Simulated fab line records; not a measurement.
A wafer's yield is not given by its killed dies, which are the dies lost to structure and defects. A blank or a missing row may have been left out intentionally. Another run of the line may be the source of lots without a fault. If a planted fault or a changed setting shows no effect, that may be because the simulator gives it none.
fab line records	flow nandHarc
record lots=13	wafers=39	lastDay=29
route steps=1159 shown P_GATE@187 P_CONTACT@234 END@1159
lots with no fault: from the same line, run without faults
startH: start of the lot's first displayed wafer, in hours after the record's first day	waitH: hours since the lot's step before	" repeats the value in the row above	L1.1+2: a single row standing in for several wafers	- value missing, or start not given	* or withheld: withheld	< > ~ a bound
route shown NAME@n: NAME is a module with steps in the file, n the number in the route of the first one	usual: mean and standard deviation over wafers with no fault	same: alike in all rows	chamber/n: place in a boat	sites: the reading at each site	_std_site: the values' standard deviation	_edge_site: the outer-site mean with the inner-site mean subtracted	radiusMm: how far each site lies from the wafer's centre	mask NAME#n: copy n	behind: the most recent tool/chamber to have shaped the wafer	hold: reason for holding the lot/hours on hold/outcome of the hold	device: names the non-switching transistor (n, p or np)	end of line: tests run on the same wafers once the route is complete	for a step that has no rows: nothing shown but its recipe	killed: count of dies lost to structure and defects at first sort (not the wafer's yield)	map: dies across one wafer; x = killed, . = not, _ = none there
set.NAME: setting as actually run; set.NAME@STEP: the setting as run at that earlier step	model.NAME: the simulator's own value behind a step, which no gauge read
route steps across a sampled set of lots; one table per step, one row per wafer
services: when a tool's chamber went out of use (startH, in hours from the record's first day, below 0 if earlier), for how many hours, and the reason
## steps
# step NHARC_P_GATE_DESCUM_61
# recipe timeS=3	o2FlowSccm=200	arFlowSccm=0	biasPowerW=0	chemistry=O2
# usual drypumpMotorCurrentA=5.8/0.59	mfcArSccm=0.005/0.0083	oesProductAu=0.999/0.0093	rfVppV=58.0/0.92	showerheadPlenumPTorr=1.94/0.08	throttleValvePct=11.311/0.0083
lot.wafer	tool	chamber	startH	waitH	drypumpMotorCurrentA	mfcArSccm	oesProductAu	rfHoursCounterH	rfVppV	showerheadPlenumPTorr	throttleValvePct
L834.1	rieDiel-06	1	161.78	-	5.0	0.025	0.984	20	59.2	2.05	11.314
L834.4	"	2	"	"	5.3	0	1.021	22	56.2	1.81	11.307
L834.6	"	1	"	"	5.0	0.025	0.980	-	57.3	2.05	11.303
L831.1	rieDiel-04	1	168.40	-	5.4	0	0.989	12	57.1	1.96	11.303
L831.6	"	1	"	"	5.4	0	0.990	-	58.3	1.96	11.308
L831.5	"	2	"	"	6.4	0	0.994	-	59.1	1.95	11.324
L835.1	rieDiel-04	1	168.68	-	5.4	0	0.999	12	59.3	1.96	11.310
L835.3	"	3	"	"	5.1	0.010	1.001	11	56.9	2.07	11.313
L835.6	"	0	"	"	6.4	0	0.994	-	58.7	1.85	11.319
L838.3	rieDiel-06	0	174.29	-	6.7	0	0.999	22	57.2	1.96	11.312
L838.2	"	3	"	"	5.9	0.010	1.006	22	59.3	2.01	11.315
L838.6	"	0	"	"	6.7	0	0.996	-	58.6	1.96	11.312
L837.4	rieDiel-05	3	175.74	-	5.5	0.017	0.996	1	56.0	1.85	11.332
L837.6	"	3	"	"	5.5	0.017	0.991	-	56.4	1.85	11.312
L837.5	"	0	"	"	5.3	0	0.991	-	58.7	1.94	11.308
L841.4	rieDiel-04	2	182.82	-	6.4	0	0.993	17	58.6	1.95	11.331
L841.2	"	3	"	"	5.1	0.010	1.000	15	58.7	2.07	11.311
L841.5	"	1	"	"	5.4	0	1.007	-	58.3	1.96	11.314
L843.3	rieDiel-06	2	187.48	-	5.3	0	1.014	27	57.7	1.81	11.304
L843.1	"	3	"	"	5.9	0.010	0.996	24	58.5	2.01	11.303
L843.5	"	3	"	"	5.9	0.010	0.989	-	57.9	2.01	11.316
L845.2	rieDiel-05	2	193.83	-	6.4	0	0.999	4	58.3	2.01	11.311
L845.4	"	3	"	"	5.5	0.017	0.991	4	57.7	1.85	11.307
L845.1	"	0	"	"	5.3	0	0.994	4	58.2	1.94	11.305
L849.1	rieDiel-06	2	204.45	-	5.3	0	1.009	29	59.1	1.81	11.314
L849.2	"	1	"	"	5.0	0.025	0.986	28	57.8	2.05	11.300
L849.6	"	2	"	"	5.3	0	1.023	-	57.0	1.81	11.304
L848.4	rieDiel-04	3	204.91	-	5.1	0.010	0.997	21	57.3	2.07	11.304
L848.5	"	0	"	"	6.5	0	1.000	-	58.1	1.85	11.311
L848.6	"	1	"	"	5.4	0	1.010	-	58.5	1.96	11.310
L850.1	rieDiel-05	1	215.98	-	6.1	0	0.999	10	58.0	1.89	11.304
L850.2	"	2	"	"	6.4	0	1.000	10	58.4	2.00	11.311
L850.6	"	0	"	"	5.3	0	0.999	-	57.8	1.93	11.308
L854.2	rieDiel-06	0	234.68	-	6.7	0	1.002	30	59.3	1.96	11.314
L854.1	"	1	"	"	5.0	0.025	0.985	31	57.5	2.05	11.292
L854.6	"	0	"	"	6.7	0	1.003	-	58.3	1.96	11.328
L853.1	rieDiel-05	0	235.21	-	5.2	0	0.993	12	56.7	1.93	11.304
L853.4	"	3	"	"	5.5	0.017	0.998	13	56.5	1.84	11.335
L853.5	"	0	"	"	5.3	0	0.999	-	57.9	1.93	11.311
# step NHARC_P_GATE_DEGAS_109
# recipe tempC=300	timeS=60
# usual heaterPowerW=474/52
lot.wafer	tool	chamber	startH	waitH	heaterPowerW
L834.4	pvdSputter-02	-	165.86	0.2	471
L834.1	"	-	"	"	481
L834.6	"	-	"	"	455
L831.1	pvdSputter-02	-	172.10	0.1	454
L831.6	"	-	"	"	585
L831.5	"	-	"	"	463
L835.1	pvdSputter-02	-	172.46	0.1	457
L835.3	"	-	"	"	454
L835.6	"	-	"	"	472
L838.3	pvdSputter-01	-	178.26	0.1	432
L838.2	"	-	"	"	560
L838.6	"	-	"	"	508
L837.4	pvdSputter-01	-	179.57	0.1	437
L837.5	"	-	"	"	513
L837.6	"	-	"	"	434
L841.2	pvdSputter-02	-	186.90	0.1	474
L841.4	"	-	"	"	483
L841.5	"	-	"	"	465
L843.3	pvdSputter-01	-	191.56	0.1	572
L843.1	"	-	"	"	464
L843.5	"	-	"	"	451
L845.4	pvdSputter-03	-	197.39	0.1	442
L845.1	"	-	"	"	442
L845.2	"	-	"	"	419
L849.2	pvdSputter-01	-	208.29	0.1	440
L849.1	"	-	"	"	564
L849.6	"	-	"	"	455
L848.4	pvdSputter-02	-	208.76	0.1	465
L848.5	"	-	"	"	579
L848.6	"	-	"	"	459
L850.1	pvdSputter-01	-	219.71	0.2	573
L850.2	"	-	"	"	465
L850.6	"	-	"	"	454
L854.2	pvdSputter-02	-	238.35	0.1	443
L854.1	"	-	"	"	580
L854.6	"	-	"	"	450
L853.1	pvdSputter-03	-	238.97	0.1	450
L853.4	"	-	"	"	422
L853.5	"	-	"	"	450
# step NHARC_P_CONTACT_INSPECT_14
# usual rawDefectCount=3.5/2
lot.wafer	tool	chamber	startH	waitH	rawDefectCount
L834.1	defectInspect-01	-	168.93	0.0	1
L834.4	"	-	"	"	2
L834.6	"	-	"	"	3
L831.1	defectInspect-02	-	175.05	0.0	7
L831.5	"	-	"	"	1
L831.6	"	-	"	"	1
L835.1	defectInspect-02	-	175.52	0.0	2
L835.3	"	-	"	"	3
L835.6	"	-	"	"	3
L838.2	defectInspect-02	-	180.97	0.1	0
L838.3	"	-	"	"	1
L838.6	"	-	"	"	2
L837.4	defectInspect-01	-	182.25	0.0	4
L837.5	"	-	"	"	3
L837.6	"	-	"	"	5
L841.2	defectInspect-01	-	189.90	0.0	2
L841.4	"	-	"	"	1
L841.5	"	-	"	"	8
L843.1	defectInspect-02	-	195.06	0.0	3
L843.3	"	-	"	"	6
L843.5	"	-	"	"	1
L845.1	defectInspect-02	-	200.38	0.0	3
L845.2	"	-	"	"	4
L845.4	"	-	"	"	2
L849.1	defectInspect-02	-	211.04	0.0	5
L849.2	"	-	"	"	2
L849.6	"	-	"	"	2
L848.4	defectInspect-01	-	211.49	0.0	1
L848.5	"	-	"	"	4
L848.6	"	-	"	"	4
L850.1	defectInspect-02	-	222.74	0.0	2
L850.2	"	-	"	"	1
L850.6	"	-	"	"	1
L854.1	defectInspect-02	-	241.01	0.0	0
L854.2	"	-	"	"	5
L854.6	"	-	"	"	6
L853.1	defectInspect-02	-	241.65	0.0	8
L853.4	"	-	"	"	2
L853.5	"	-	"	"	5
# step NHARC_P_CONTACT_PVD_32
# recipe targetThkA=50	chamberPressurePa=5	powerW=5000	substrateTempC=200	timeS=17.7	material=Ti
# usual throttleValvePct=29.7/0.87
lot.wafer	tool	chamber	startH	waitH	throttleValvePct
L834.1	pvdSputter-03	-	170.72	-	27.7
L834.4	"	-	"	"	28.6
L834.6	"	-	"	"	29.6
L834.1	pvdSputter-03	-	171.01	-	27.6
L834.4	"	-	"	"	28.9
L834.6	"	-	"	"	29.3
L831.1	pvdSputter-02	-	176.85	-	29.6
L831.5	"	-	"	"	29.9
L831.6	"	-	"	"	30.1
L835.3	pvdSputter-02	-	177.50	-	29.9
L835.1	"	-	"	"	29.3
L835.6	"	-	"	"	29.3
L838.3	pvdSputter-01	-	182.90	-	30.9
L838.2	"	-	"	"	30.5
L838.6	"	-	"	"	30.7
L837.4	pvdSputter-02	-	184.27	-	29.3
L837.6	"	-	"	"	29.6
L837.5	"	-	"	"	29.8
L837.4	pvdSputter-02	-	184.54	-	29.7
L837.6	"	-	"	"	29.6
L837.5	"	-	"	"	29.8
L841.4	pvdSputter-02	-	191.74	-	29.4
L841.2	"	-	"	"	29.8
L841.5	"	-	"	"	29.4
L843.3	pvdSputter-02	-	196.94	-	29.7
L843.1	"	-	"	"	29.3
L843.5	"	-	"	"	29.8
L843.3	pvdSputter-02	-	197.20	-	29.6
L843.1	"	-	"	"	29.3
L843.5	"	-	"	"	29.6
L845.4	pvdSputter-03	-	202.22	-	28.8
L845.1	"	-	"	"	29.5
L845.2	"	-	"	"	30.9
L849.1	pvdSputter-02	-	212.83	-	29.6
L849.2	"	-	"	"	29.8
L849.6	"	-	"	"	29.7
L848.4	pvdSputter-02	-	213.32	-	29.6
L848.6	"	-	"	"	29.8
L848.5	"	-	"	"	29.3
L850.1	pvdSputter-03	-	224.54	-	27.6
L850.2	"	-	"	"	29.6
L850.6	"	-	"	"	29.0
L854.2	pvdSputter-02	-	242.81	-	30.3
L854.1	"	-	"	"	29.3
L854.6	"	-	"	"	29.6
L853.4	pvdSputter-02	-	243.46	-	29.3
L853.1	"	-	"	"	29.2
L853.5	"	-	"	"	29.2
# step NHARC_END_SORT_01
# recipe tempC=25
# usual killedAtArray=29/11	killedAtOther=0.5/0.85	killedAtPeriphery=3.0/2.3	killedDies=33/12	killedOpen=3.3/1.9	killedShort=2.0/1.5
# same grossDies=677
lot.wafer	tool	chamber	startH	waitH	killedAtArray	killedAtOther	killedAtPeriphery	killedDies	killedOpen	killedShort
L843.5	prober-02	0	657.44	3.7	49	0	3	52	3	1
# killed by level:class
L843.5 A_SLIT:chamberFilmFlake=24 A_CHANNEL_HOLE_D1:chamberFilmFlake=21 P_CONTACT:geometricParticle:open=2 A_STAIRCASE:chamberFilmFlake=2 A_SGD_CUT:geometricParticle:short=1 A_CONTACT:geometricParticle:open=1 P_GATE:chamberFilmFlake=1
## services
tool	chamber	startH	hours	kind
rieDiel-06	0	147.09	-	clean
rieDiel-06	1	147.09	-	clean
rieDiel-06	2	147.09	-	clean
rieDiel-06	3	147.09	-	clean
rieDiel-06	0	148.36	2.1	repair
pvdSputter-01	-	158.00	10.0	pm
rieDiel-05	-	163.60	9.0	pm
rieDiel-06	-	168.29	2.1	repair
rieDiel-06	0	171.59	-	clean
rieDiel-06	1	171.59	-	clean
rieDiel-06	2	171.59	-	clean
rieDiel-06	3	171.59	-	clean
pvdSputter-03	-	179.13	6.0	repair
pvdSputter-01	-	193.37	2.8	repair
rieDiel-06	0	196.09	-	clean
rieDiel-06	1	196.09	-	clean
rieDiel-06	2	196.09	-	clean
rieDiel-06	3	196.09	-	clean
rieDiel-05	0	209.18	6.5	repair
pvdSputter-02	-	214.07	10.0	pm
rieDiel-06	0	220.59	-	clean
rieDiel-06	1	220.59	-	clean
rieDiel-04	2	221.36	3.4	repair
rieDiel-06	-	241.58	9.0	pm
## key
firstSign step=NHARC_P_CONTACT_PVD_32	reading=visit	direction=added
effect none on later readings
metAt NHARC_P_CONTACT_PVD_32
struckLots L834,L837,L843
testerLeftOut L834,L837,L843
notActingAt NHARC_P_GATE_DESCUM_61,NHARC_P_GATE_DEGAS_109,NHARC_P_CONTACT_INSPECT_14
fault kind=repeatedStepWhole	tool=pvdSputter-01,pvdSputter-02,pvdSputter-03	chamber=-	onsetH=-	steps=NHARC_P_CONTACT_PVD_32	times=1	scope=struckLotsOnly
# testerLeftOut: of these lots the tester's yield and bins aren't shown, on N5 and GAA mostly nor the transistor test; their killed dies are dies lost to structure and defects alone, not to doping, threshold or leakage, so they don't give the yield
